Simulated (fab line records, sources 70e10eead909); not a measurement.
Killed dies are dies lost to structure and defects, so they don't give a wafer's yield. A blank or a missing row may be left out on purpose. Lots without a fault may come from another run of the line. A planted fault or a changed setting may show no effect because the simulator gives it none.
Chamber matching | flow nand_harc | NHARC_P_M0_DESCUM_14 on rie_diel-02: 4 sister chambers
The step chemistry O2, time 3 s. 16 wafers are shown with their chamber, then 8 later ones without.

WAFERS WITH THEIR CHAMBER
wafer  | chamber | drypump_motor_current_A (A) | showerhead_plenum_p_Torr (Torr) | oes_product_au (a.u.)
L261.2 | 0       | 5.7                         | 1.79                            | 1.006
L261.3 | 1       | 6.2                         | 1.87                            | 1.006
L261.6 | 2       | 5.4                         | 1.85                            | 1.002
L263.2 | 0       | 5.7                         | 1.79                            | 1.008
L263.4 | 3       | 5.8                         | 1.87                            | 0.999
L263.5 | 0       | 5.7                         | 1.79                            | 1.006
L266.2 | 1       | 6.2                         | 1.86                            | 1.004
L266.3 | 3       | 5.8                         | 1.87                            | 1.000
L266.6 | 3       | 5.9                         | 1.87                            | 0.996
L273.2 | 2       | 5.4                         | 1.84                            | 0.993
L273.3 | 0       | 5.7                         | 1.78                            | 1.003
L273.6 | 3       | 5.8                         | 1.87                            | 0.990
L274.1 | 3       | 5.9                         | 1.87                            | 0.991
L274.2 | 1       | 6.2                         | 1.86                            | 1.014
L274.3 | 2       | 5.4                         | 1.84                            | 1.009
L276.3 | 2       | 5.4                         | 1.84                            | 1.006

SIGNATURES (means of the wafers above)
reading                  | chamber 0 | chamber 1 | chamber 2 | chamber 3 | scatter within a chamber
drypump_motor_current_A  | 5.700     | 6.200     | 5.400     | 5.840     | 0.0316
showerhead_plenum_p_Torr | 1.7875    | 1.8633    | 1.8425    | 1.8700    | 0.00425
oes_product_au           | 1.00575   | 1.00800   | 1.00250   | 0.99520   | 0.00497
Rule: a wafer's distance from a chamber is the root of the sum, over the readings, of the square of ((its reading less the chamber's mean) divided by the reading's scatter). The wafer belongs to the nearest chamber; if the next one is less than 2 further off, it can't be placed. The scatter: the root of (the sum of the squares of (reading less its chamber's mean) over the shown wafers, divided by (wafers less chambers)).

WAFERS WITHOUT THEIR CHAMBER
wafer  | drypump_motor_current_A (A) | showerhead_plenum_p_Torr (Torr) | oes_product_au (a.u.)
L276.4 | 5.7                         | 1.78                            | 1.002
L276.6 | 6.2                         | 1.86                            | 1.010
L278.1 | 5.7                         | 1.78                            | 1.015
L278.5 | 6.2                         | 1.86                            | 1.008
L278.6 | 5.4                         | 1.84                            | 1.001
L281.4 | 5.4                         | 1.84                            | 1.003
L281.5 | 5.4                         | 1.84                            | 1.003
L281.6 | 6.2                         | 1.86                            | 1.022

WHICH CHAMBER EACH WENT THROUGH
wafer  | from the rows above | in truth
L276.4 | 0                   | 0
L276.6 | 1                   | 1
L278.1 | 0                   | 0
L278.5 | 1                   | 1
L278.6 | 2                   | 2
L281.4 | 2                   | 2
L281.5 | 2                   | 2
L281.6 | 1                   | 1
Placed correctly: 8 of 8. Can't be placed from these rows: 0. Placed wrongly: 0.
